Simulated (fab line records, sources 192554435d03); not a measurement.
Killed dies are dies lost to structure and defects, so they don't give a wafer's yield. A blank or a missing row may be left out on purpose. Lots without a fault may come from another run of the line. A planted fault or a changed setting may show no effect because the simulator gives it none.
A struck lot beside a sound one | flow n5_finfet | 36 steps out of a route of 1938
Sound: wafers L685.1, L685.2, L685.3. Struck: wafers L700.2, L700.5. The cause comes at the end.
At each step with rows: each side's tool, then ch and its chambers, then its first start. Under that, the readings that differ: sound wafers | struck wafers | difference of the means | sigmas: that difference in standard deviations of wafers without a fault.
alike: readings whose means differ by less than 2 such deviations, and words and numbers that are the same on both sides. not compared: withheld readings, readings that some wafer has no value for, bounds like >300 that may hide the same value, and numbers for which the record gives no deviation and whose values overlap.
The two part at a step that has a row with sigmas, a row that says differs or no value, or rows on one side only. Numbers that don't overlap but have no deviation are shown without sigmas and don't part them. A reading that every wafer of one side lacks parts them only if that side has two wafers or more.

first, 9 steps without rows for these wafers: N5_BEOL_M4_ANNEAL_95 (time 240 s); N5_BEOL_M4_SPUTTER_96 (material Cu, target thk 4.5 nm, time 8.29 s); N5_BEOL_M4_ECD_50 (material Cu, target thk 300 nm); N5_BEOL_M4_ANNEAL_51 (time 90 s); N5_BEOL_M4_CMP_52 (polishes, stops on SiOC, t overpolish 6.8 s, target thk 40 nm); N5_BEOL_M4_PRE_CLEAN_60 (time 15 s); N5_BEOL_M4_CO_CAP_55 (material Co, precursor CCTBA/H2, target thk 2 nm, time 102.1 s); N5_BEOL_M4_PRE_CLEAN_56 (time 15 s); N5_BEOL_M4_DEP_57 (deposits SiCN from 3MS/NH3, target thk 8 nm, time 14 s).
N5_BEOL_M4_RC_MEAS_101:
  sound on prober-02 ch 0, day 8 11:58; struck on prober-01 ch 0, day 12 08:16
  reading   | sound             | struck      | difference | sigmas
  VT_N (mV) | 251.4 248.7 248.7 | 245.9 242.3 | -5.5       | -2
  alike: DIBL_N, DIBL_P, IOFF_N, IOFF_P, ION_N, ION_P, SS_N, SS_P, VT_P
then, 24 steps without rows for these wafers: N5_BEOL_M5_ILD_DEP_00 (deposits SiCOH lowk from DEMS/porogen, target thk 140.64 nm, time 25.9 s); N5_BEOL_M5_CURE_79 (cures SiCOH lowk, time 240 s); N5_BEOL_M5_PECVD_70 (deposits SiO2 from TEOS/O2, target thk 16 nm, time 18 s); N5_BEOL_M5_HM_DEP_02 (deposits TiN, target thk 20 nm); N5_BEOL_M5_COAT_59 (time 60 s, resist thk 60 nm); N5_BEOL_M5_COAT_60 (time 60 s, resist thk 12 nm); N5_BEOL_M5_COAT_71 (time 60 s, resist thk 5 nm); N5_BEOL_M5_COAT_05 (resist thk 30 nm); N5_BEOL_M5_EBR_07; N5_BEOL_M5_SOFTBAKE_06 (time 60 s); N5_BEOL_M5_EXPOSE_08 (exposes mask M5, target cd 28 nm); N5_BEOL_M5_PEB_09 (peb time 60 s); N5_BEOL_M5_DEVELOP_10 (develop time 30 s); N5_BEOL_M5_DESCUM_16 (chemistry O2, time 7 s); N5_BEOL_M5_ETCH_72 (etches underlayer in N2/H2, target depth 6.5 nm, time 5.2 s); N5_BEOL_M5_ETCH_61 (etches SiARC in CF4, target depth 15.6 nm, time 26 s); N5_BEOL_M5_ETCH_62 (etches SOC in N2/H2, target depth 75 nm, overetch 15 nm, time 112.5 s); N5_BEOL_M5_STRIP_63 (strips in N2/H2); N5_BEOL_M5_STRIP_73 (strips in N2/H2); N5_BEOL_M5_STRIP_64 (strips in CF4); N5_BEOL_M5_HM_OPEN_17 (chemistry Cl2/BCl3, target TiN, target depth 20 nm, overetch 6 nm); N5_BEOL_M5_STRIP_19 (strips in O2); N5_BEOL_M5_COAT_65 (time 60 s, resist thk 60 nm); N5_BEOL_M5_COAT_66 (time 60 s, resist thk 12 nm).
N5_BEOL_M7_VIA_ETCH_34: etches SiCOH lowk in C4F6/O2, target depth 125.5 nm, time 50.5 s.
  sound on rie_diel-03 ch 1,2,3, day 9 12:37; struck on rie_diel-03 ch 1,3, day 13 09:45
  reading                                  | sound             | struck      | difference | sigmas
  oes_product_au (a.u.)                    | 0.94 0.83 0.70    | 0.49 0.57   | -0.29      | -3
  model.etch.depth_nm (nm)                 | 124.8 125.1 121.3 | 65.73 68.37 | -56.68     |
  model.SOC_of_BEOL_M7_COAT_63.thk_nm (nm) | 54 54 54.2        | 56.8 56.8   | +2.7       |
  alike: drypump_motor_current_A, oes_f_703_au, rf_vpp_V, showerhead_plenum_p_Torr, throttle_valve_pct
  not compared: rf_hours_counter_h, model.BEOL_M7.cd_nm
-- the record jumps here: 3 days lie between the struck wafers' starts before and after (it left off in module BEOL_M7 and takes up again in module PASSIVATION, whose first step shown is number 1936 of the route) --
N5_PASSIVATION_PROBE_49:
  the record has rows for the struck wafers here (prober-01, day 16 12:17) and none for the sound ones

WHERE THEY PART
First at N5_BEOL_M4_RC_MEAS_101; last, within this record, at N5_PASSIVATION_PROBE_49.

WHY: what the simulator had put in
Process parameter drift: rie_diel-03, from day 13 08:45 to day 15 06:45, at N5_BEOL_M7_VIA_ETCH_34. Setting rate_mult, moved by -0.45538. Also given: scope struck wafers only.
